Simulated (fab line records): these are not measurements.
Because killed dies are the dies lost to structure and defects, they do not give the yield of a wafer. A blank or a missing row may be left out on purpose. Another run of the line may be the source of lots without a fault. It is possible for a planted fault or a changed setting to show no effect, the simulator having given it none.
Matching of chambers :: flow nand-harc :: NHARC_A_CHANNEL_HOLE_D2_DESCUM_15 on rie-diel-07 has 4 sister chambers
The step chemistry O2, time 3 s. 18 wafers are shown with their chamber, then 9 later ones without.

## WAFERS, EACH WITH ITS CHAMBER
wafer: L076.1
chamber: 3
drypump-motor-current-A (A): 5.2
showerhead-plenum-p-Torr (Torr): 2.05
oes-product-au (a.u.): 1.000

wafer: L076.4
chamber: 1
drypump-motor-current-A (A): 6.2
showerhead-plenum-p-Torr (Torr): 2.02
oes-product-au (a.u.): 1.012

wafer: L076.5
chamber: 0
drypump-motor-current-A (A): 5.8
showerhead-plenum-p-Torr (Torr): 2.00
oes-product-au (a.u.): 1.002

wafer: L078.2
chamber: 0
drypump-motor-current-A (A): 5.8
showerhead-plenum-p-Torr (Torr): 2.00
oes-product-au (a.u.): 1.001

wafer: L078.3
chamber: 3
drypump-motor-current-A (A): 5.2
showerhead-plenum-p-Torr (Torr): 2.05
oes-product-au (a.u.): 1.002

wafer: L078.5
chamber: 0
drypump-motor-current-A (A): 5.8
showerhead-plenum-p-Torr (Torr): 2.00
oes-product-au (a.u.): 1.009

wafer: L079.1
chamber: 2
drypump-motor-current-A (A): 5.9
showerhead-plenum-p-Torr (Torr): 1.97
oes-product-au (a.u.): 0.990

wafer: L079.3
chamber: 3
drypump-motor-current-A (A): 5.2
showerhead-plenum-p-Torr (Torr): 2.05
oes-product-au (a.u.): 1.001

wafer: L079.6
chamber: 0
drypump-motor-current-A (A): 5.8
showerhead-plenum-p-Torr (Torr): 2.00
oes-product-au (a.u.): 1.007

wafer: L081.2
chamber: 3
drypump-motor-current-A (A): 5.2
showerhead-plenum-p-Torr (Torr): 2.05
oes-product-au (a.u.): 0.998

wafer: L081.4
chamber: 2
drypump-motor-current-A (A): 5.9
showerhead-plenum-p-Torr (Torr): 1.97
oes-product-au (a.u.): 0.996

wafer: L081.6
chamber: 0
drypump-motor-current-A (A): 5.8
showerhead-plenum-p-Torr (Torr): 1.99
oes-product-au (a.u.): 1.025

wafer: L083.1
chamber: 2
drypump-motor-current-A (A): 5.9
showerhead-plenum-p-Torr (Torr): 1.97
oes-product-au (a.u.): 1.004

wafer: L083.3
chamber: 3
drypump-motor-current-A (A): 5.2
showerhead-plenum-p-Torr (Torr): 2.05
oes-product-au (a.u.): 1.008

wafer: L083.5
chamber: 2
drypump-motor-current-A (A): 5.8
showerhead-plenum-p-Torr (Torr): 1.97
oes-product-au (a.u.): 1.001

wafer: L087.3
chamber: 3
drypump-motor-current-A (A): 5.2
showerhead-plenum-p-Torr (Torr): 2.05
oes-product-au (a.u.): 0.990

wafer: L087.4
chamber: 1
drypump-motor-current-A (A): 6.2
showerhead-plenum-p-Torr (Torr): 2.02
oes-product-au (a.u.): 0.999

wafer: L087.6
chamber: 3
drypump-motor-current-A (A): 5.2
showerhead-plenum-p-Torr (Torr): 2.05
oes-product-au (a.u.): 1.006

SIGNATURES (means of the wafers above)
reading: drypump-motor-current-A
chamber 0: 5.800
chamber 1: 6.200
chamber 2: 5.875
chamber 3: 5.200
scatter within a chamber: 0.0231

reading: showerhead-plenum-p-Torr
chamber 0: 1.9980
chamber 1: 2.0200
chamber 2: 1.9700
chamber 3: 2.0500
scatter within a chamber: 0.00239

reading: oes-product-au
chamber 0: 1.00880
chamber 1: 1.00550
chamber 2: 0.99775
chamber 3: 1.00071
scatter within a chamber: 0.00744
Rule: for each reading, subtract the chamber's mean from the wafer's reading, divide by that reading's scatter and square the result; add these up over the readings and take the root, which gives the wafer's distance from the chamber. If the next closest chamber is less than 2 further off than the closest, the wafer can't be placed; otherwise it belongs to the closest. The scatter is the square root of a quotient: the sum, over the shown wafers, of each reading's squared deviation from its chamber's mean, divided by wafers minus chambers.

## WAFERS MISSING THEIR CHAMBER
wafer: L091.2
drypump-motor-current-A (A): 6.2
showerhead-plenum-p-Torr (Torr): 2.02
oes-product-au (a.u.): 1.005

wafer: L091.3
drypump-motor-current-A (A): 5.8
showerhead-plenum-p-Torr (Torr): 1.97
oes-product-au (a.u.): 1.001

wafer: L091.6
drypump-motor-current-A (A): 5.2
showerhead-plenum-p-Torr (Torr): 2.04
oes-product-au (a.u.): 0.994

wafer: L093.3
drypump-motor-current-A (A): 5.2
showerhead-plenum-p-Torr (Torr): 2.04
oes-product-au (a.u.): 0.998

wafer: L093.4
drypump-motor-current-A (A): 6.2
showerhead-plenum-p-Torr (Torr): 2.02
oes-product-au (a.u.): 0.991

wafer: L093.6
drypump-motor-current-A (A): 5.8
showerhead-plenum-p-Torr (Torr): 1.97
oes-product-au (a.u.): 0.989

wafer: L096.2
drypump-motor-current-A (A): 5.8
showerhead-plenum-p-Torr (Torr): 1.97
oes-product-au (a.u.): 1.010

wafer: L096.4
drypump-motor-current-A (A): 5.2
showerhead-plenum-p-Torr (Torr): 2.04
oes-product-au (a.u.): 1.004

wafer: L096.5
drypump-motor-current-A (A): 5.8
showerhead-plenum-p-Torr (Torr): 1.99
oes-product-au (a.u.): 1.005

## WHICH CHAMBER EACH WENT THROUGH
wafer: L091.2
from the rows above: 1
in truth: 1

wafer: L091.3
from the rows above: 2
in truth: 2

wafer: L091.6
from the rows above: 3
in truth: 3

wafer: L093.3
from the rows above: 3
in truth: 3

wafer: L093.4
from the rows above: 1
in truth: 1

wafer: L093.6
from the rows above: 2
in truth: 2

wafer: L096.2
from the rows above: 2
in truth: 2

wafer: L096.4
from the rows above: 3
in truth: 3

wafer: L096.5
from the rows above: 0
in truth: 0
Placed correctly: 9 of 9. Not placeable from these rows: 0. 0 placed wrongly.
